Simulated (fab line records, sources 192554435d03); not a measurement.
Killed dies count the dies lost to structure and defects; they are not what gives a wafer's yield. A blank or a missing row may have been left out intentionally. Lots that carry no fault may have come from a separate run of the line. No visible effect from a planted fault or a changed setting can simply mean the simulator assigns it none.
Matching of chambers || flow n5-finfet || rie-diel-02 running N5_BEOL_M1_VIA_ETCH_34: 4 sister chambers
The step etches the open film in C4F6/O2, target depth 67.8 nm, time 64.4 s. 4 wafers are shown with their chamber, then 10 later ones without.

## EACH WAFER AND ITS CHAMBER
{"wafer": "L076.4", "chamber": 2, "showerhead-plenum-p-Torr (Torr)": 2.76}
{"wafer": "L088.3", "chamber": 0, "showerhead-plenum-p-Torr (Torr)": 3.02}
{"wafer": "L090.1", "chamber": 1, "showerhead-plenum-p-Torr (Torr)": 2.93}
{"wafer": "L090.2", "chamber": 3, "showerhead-plenum-p-Torr (Torr)": 2.90}

## WAFERS MISSING THEIR CHAMBER
{"wafer": "L090.3", "showerhead-plenum-p-Torr (Torr)": 3.01}
{"wafer": "L092.1", "showerhead-plenum-p-Torr (Torr)": 2.90}
{"wafer": "L092.4", "showerhead-plenum-p-Torr (Torr)": 2.75}
{"wafer": "L092.5", "showerhead-plenum-p-Torr (Torr)": 3.01}
{"wafer": "L094.2", "showerhead-plenum-p-Torr (Torr)": 3.01}
{"wafer": "L094.3", "showerhead-plenum-p-Torr (Torr)": 2.89}
{"wafer": "L094.5", "showerhead-plenum-p-Torr (Torr)": 3.01}
{"wafer": "L095.2", "showerhead-plenum-p-Torr (Torr)": 2.75}
{"wafer": "L095.4", "showerhead-plenum-p-Torr (Torr)": 2.89}
{"wafer": "L095.6", "showerhead-plenum-p-Torr (Torr)": 2.92}

## CHAMBER TAKEN BY EACH
{"wafer": "L090.3", "from the rows above": 0, "in truth": 0}
{"wafer": "L092.1", "from the rows above": 3, "in truth": 3}
{"wafer": "L092.4", "from the rows above": 2, "in truth": 2}
{"wafer": "L092.5", "from the rows above": 0, "in truth": 0}
{"wafer": "L094.2", "from the rows above": 0, "in truth": 0}
{"wafer": "L094.3", "from the rows above": 3, "in truth": 3}
{"wafer": "L094.5", "from the rows above": 0, "in truth": 0}
{"wafer": "L095.2", "from the rows above": 2, "in truth": 2}
{"wafer": "L095.4", "from the rows above": 3, "in truth": 3}
{"wafer": "L095.6", "from the rows above": "can't be placed: 1 or 3", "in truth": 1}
9 of 10 placed correctly. Can't be placed from these rows: 1 (the true chamber is among the candidates in 1). Wrongly placed: 0.
How it was worked out, from the rows above alone: a wafer's distance from a chamber is the root of the sum, over the readings, of the square of ((its reading less the chamber's mean) divided by the reading's scatter). If the next closest chamber is less than 2 further off than the closest, the wafer can't be placed; otherwise it belongs to the closest. The mean given for a chamber averages the wafers shown for that chamber. The scatter: with one shown wafer a chamber, the root of the mean of the squares of how far each hidden wafer lies from its nearest shown one.
